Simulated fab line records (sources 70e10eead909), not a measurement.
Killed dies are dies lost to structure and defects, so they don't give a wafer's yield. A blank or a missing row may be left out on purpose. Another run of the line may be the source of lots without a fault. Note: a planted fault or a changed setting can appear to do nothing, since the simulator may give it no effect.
Matching of chambers | flow nand-harc | 4 sister chambers for NHARC_P_GATE_STRIP_101 on rie-diel-03
The step strips in O2, time 20 s. 14 wafers are shown with their chamber, then 7 later ones without.

## WAFERS PAIRED WITH THEIR CHAMBERS
wafer  | chamber | drypump-motor-current-A (A) | rf-vpp-V (V) | throttle-valve-pct (%)
L075.2 | 1       | 5.7                         | 58.6         | 17.023
L075.4 | 2       | 6.2                         | 56.2         | 17.046
L075.5 | 0       | 5.8                         | 58.2         | 17.039
L078.1 | 3       | 5.8                         | 58.0         | 17.043
L078.3 | 1       | 5.7                         | 56.4         | 17.028
L078.6 | 0       | 5.8                         | 57.7         | 17.040
L085.1 | 1       | 5.7                         | 58.6         | 17.045
L085.4 | 1       | 5.7                         | 58.0         | 17.050
L085.6 | 2       | 6.2                         | 57.1         | 17.039
L086.2 | 1       | 5.8                         | 57.8         | 17.028
L086.4 | 1       | 5.7                         | 57.3         | 17.042
L086.6 | 3       | 5.7                         | 58.1         | 17.037
L095.1 | 1       | 5.8                         | 58.3         | 17.026
L095.3 | 3       | 5.7                         | 57.0         | 17.029

SIGNATURES, as means of the wafers listed above
reading                 | chamber 0 | chamber 1 | chamber 2 | chamber 3 | scatter within a chamber
drypump-motor-current-A | 5.800     | 5.729     | 6.200     | 5.733     | 0.0458
rf-vpp-V                | 57.950    | 57.857    | 56.650    | 57.700    | 0.709
throttle-valve-pct      | 17.03950  | 17.03457  | 17.04250  | 17.03633  | 0.00905
Rule: distance of a wafer from a chamber = root of the sum over the readings of ((wafer's reading minus chamber's mean) / reading's scatter) squared. If the next closest chamber is less than 2 further off than the closest, the wafer can't be placed; otherwise it belongs to the closest. The scatter: take each reading less its chamber's mean, square it, sum over the shown wafers, divide by the number of wafers less the number of chambers, and take the root.

## WAFERS WITH NO CHAMBER GIVEN
wafer  | drypump-motor-current-A (A) | rf-vpp-V (V) | throttle-valve-pct (%)
L095.6 | 5.8                         | 56.7         | 17.040
L096.2 | 5.7                         | 56.5         | 17.038
L096.5 | 5.8                         | 56.7         | 17.053
L096.6 | 5.7                         | 57.0         | 17.039
L097.1 | 5.9                         | 57.6         | 17.037
L097.2 | 5.7                         | 57.5         | 17.031
L097.4 | 5.9                         | 57.5         | 17.047

## WHICH CHAMBER EACH ONE RAN IN
wafer  | from the rows above          | in truth
L095.6 | can't be placed: 0 or 3 or 1 | 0
L096.2 | can't be placed: 3 or 1 or 0 | 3
L096.5 | can't be placed: 0 or 3 or 1 | 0
L096.6 | can't be placed: 3 or 1 or 0 | 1
L097.1 | can't be placed: 0 or 3 or 1 | 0
L097.2 | can't be placed: 1 or 3 or 0 | 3
L097.4 | can't be placed: 0 or 3 or 1 | 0
0 of 7 placed correctly. Cannot be placed on the basis of these rows: 7; the candidates contain the true chamber in 7. Placed wrongly: 0.
